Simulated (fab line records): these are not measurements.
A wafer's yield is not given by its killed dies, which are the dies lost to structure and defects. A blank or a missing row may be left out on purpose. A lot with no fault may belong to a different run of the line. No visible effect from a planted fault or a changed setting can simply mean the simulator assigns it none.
Chamber matching / flow n5Finfet / 4 sister chambers for N5_BEOL_M0_SAQP_STRIP_108 on rieDiel-04
The step strips in N2/H2. 4 wafers are shown with their chamber, then 9 later ones without.

WAFERS PAIRED WITH THEIR CHAMBERS
wafer=L092.5; chamber=2; throttleValvePct (%)=18.7
wafer=L094.1; chamber=3; throttleValvePct (%)=19.0
wafer=L094.2; chamber=1; throttleValvePct (%)=19.5
wafer=L094.3; chamber=0; throttleValvePct (%)=18.7

WAFERS WITHOUT THEIR CHAMBER
wafer=L095.1; throttleValvePct (%)=18.6
wafer=L095.2; throttleValvePct (%)=19.0
wafer=L095.3; throttleValvePct (%)=19.5
wafer=L096.1; throttleValvePct (%)=18.6
wafer=L096.2; throttleValvePct (%)=19.6
wafer=L096.3; throttleValvePct (%)=18.7
wafer=L096.4; throttleValvePct (%)=19.0
wafer=L096.5; throttleValvePct (%)=19.5
wafer=L096.6; throttleValvePct (%)=18.7

EACH ONE'S CHAMBER
wafer=L095.1; from the rows above=can't be placed: 0 or 2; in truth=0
wafer=L095.2; from the rows above=3; in truth=3
wafer=L095.3; from the rows above=1; in truth=1
wafer=L096.1; from the rows above=can't be placed: 0 or 2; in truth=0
wafer=L096.2; from the rows above=1; in truth=1
wafer=L096.3; from the rows above=can't be placed: 0 or 2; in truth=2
wafer=L096.4; from the rows above=3; in truth=3
wafer=L096.5; from the rows above=1; in truth=1
wafer=L096.6; from the rows above=can't be placed: 0 or 2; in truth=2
5 of 9 placed correctly. Cannot be placed on the basis of these rows: 4; the candidates contain the true chamber in 4. Placed wrongly: 0.
How it was worked out, from the rows above alone: a wafer's distance from a chamber is the root of the sum, over the readings, of the square of ((its reading less the chamber's mean) divided by the reading's scatter). If the next closest chamber is less than 2 further off than the closest, the wafer can't be placed; otherwise it belongs to the closest. A chamber's mean is the mean of its shown wafers. The scatter: with one shown wafer a chamber, the root of the mean of the squares of how far each hidden wafer lies from its nearest shown one.
